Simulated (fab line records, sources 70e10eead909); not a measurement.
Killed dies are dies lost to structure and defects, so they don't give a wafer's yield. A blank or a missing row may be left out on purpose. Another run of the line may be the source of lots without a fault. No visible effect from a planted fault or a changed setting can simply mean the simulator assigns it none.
Chamber matching | flow nand-harc | 4 sister chambers for NHARC_A_STAIRCASE_CMP_450 on cmp-02
The step polishes SiO2, target thk 200 nm. 4 wafers are shown with their chamber, then 7 later ones without.

## WAFERS PAIRED WITH THEIR CHAMBERS
wafer  | chamber | motor-current-A (A)
L089.2 | 3       | 12.8
L089.5 | 0       | 11.8
L092.1 | 2       | 12.0
L092.4 | 1       | 12.9

## WAFERS WITHOUT THEIR CHAMBER
wafer  | motor-current-A (A)
L092.6 | 12.7
L096.1 | 10.8
L096.2 | 12.8
L096.3 | 13.1
L097.2 | 13.1
L097.3 | 11.0
L097.5 | 12.4

## WHICH CHAMBER EACH ONE RAN IN
wafer  | from the rows above               | in truth
L092.6 | can't be placed: 3 or 1 or 2 or 0 | 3
L096.1 | can't be placed: 0 or 2 or 3      | 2
L096.2 | can't be placed: 3 or 1 or 2 or 0 | 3
L096.3 | can't be placed: 1 or 3 or 2      | 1
L097.2 | can't be placed: 1 or 3 or 2      | 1
L097.3 | can't be placed: 0 or 2 or 3      | 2
L097.5 | can't be placed: 2 or 3 or 1 or 0 | 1
Correctly placed: 0 of 7. Can't be placed from these rows: 7 (the true chamber is among the candidates in 7). Number placed wrongly: 0.
How it was worked out, from the rows above alone: a wafer's distance from a chamber is the root of the sum, over the readings, of the square of ((its reading less the chamber's mean) divided by the reading's scatter). The wafer belongs to the nearest chamber; if the next one is less than 2 further off, it can't be placed. Each chamber's mean is taken over the wafers shown for it. The scatter: with one shown wafer a chamber, the root of the mean of the squares of how far each hidden wafer lies from its nearest shown one.
